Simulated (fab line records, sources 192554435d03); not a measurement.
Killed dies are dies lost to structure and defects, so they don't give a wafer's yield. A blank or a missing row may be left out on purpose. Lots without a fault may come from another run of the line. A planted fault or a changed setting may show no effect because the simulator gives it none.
Chamber matching | flow n5_finfet | N5_FIN_CUT_CUT_ETCH_15 on rie_si-05: 4 sister chambers
The step etches Si in HBr/Cl2/O2, target depth 100 nm, bt time 10 s, time 42.4 s. 8 wafers are shown with their chamber, then 7 later ones without.

WAFERS WITH THEIR CHAMBER
wafer  | chamber | throttle_valve_pct (%) | drypump_motor_current_A (A)
L075.2 | 2       | 37.01                  | 5.5
L076.1 | 0       | 37.54                  | 6.3
L076.4 | 1       | 37.69                  | 5.6
L080.1 | 2       | 37.03                  | 5.5
L080.2 | 3       | 36.97                  | 5.6
L080.4 | 0       | 37.52                  | 6.3
L087.2 | 3       | 36.97                  | 5.6
L087.4 | 1       | 37.69                  | 5.5

WAFERS WITHOUT THEIR CHAMBER
wafer  | throttle_valve_pct (%) | drypump_motor_current_A (A)
L087.6 | 37.03                  | 5.5
L089.1 | 37.52                  | 6.3
L089.5 | 37.69                  | 5.5
L089.6 | 37.52                  | 6.3
L095.1 | 36.99                  | 5.6
L095.3 | 37.70                  | 5.6
L095.4 | 37.02                  | 5.5

WHICH CHAMBER EACH WENT THROUGH
wafer  | from the rows above | in truth
L087.6 | 2                   | 2
L089.1 | 0                   | 0
L089.5 | 1                   | 1
L089.6 | 0                   | 0
L095.1 | 3                   | 3
L095.3 | 1                   | 1
L095.4 | 2                   | 2
Placed correctly: 7 of 7. Can't be placed from these rows: 0. Placed wrongly: 0.
How it was worked out, from the rows above alone: a wafer's distance from a chamber is the root of the sum, over the readings, of the square of ((its reading less the chamber's mean) divided by the reading's scatter). The wafer belongs to the nearest chamber; if the next one is less than 2 further off, it can't be placed. A chamber's mean is the mean of its shown wafers. The scatter: the root of (the sum of the squares of (reading less its chamber's mean) over the shown wafers, divided by (wafers less chambers)).
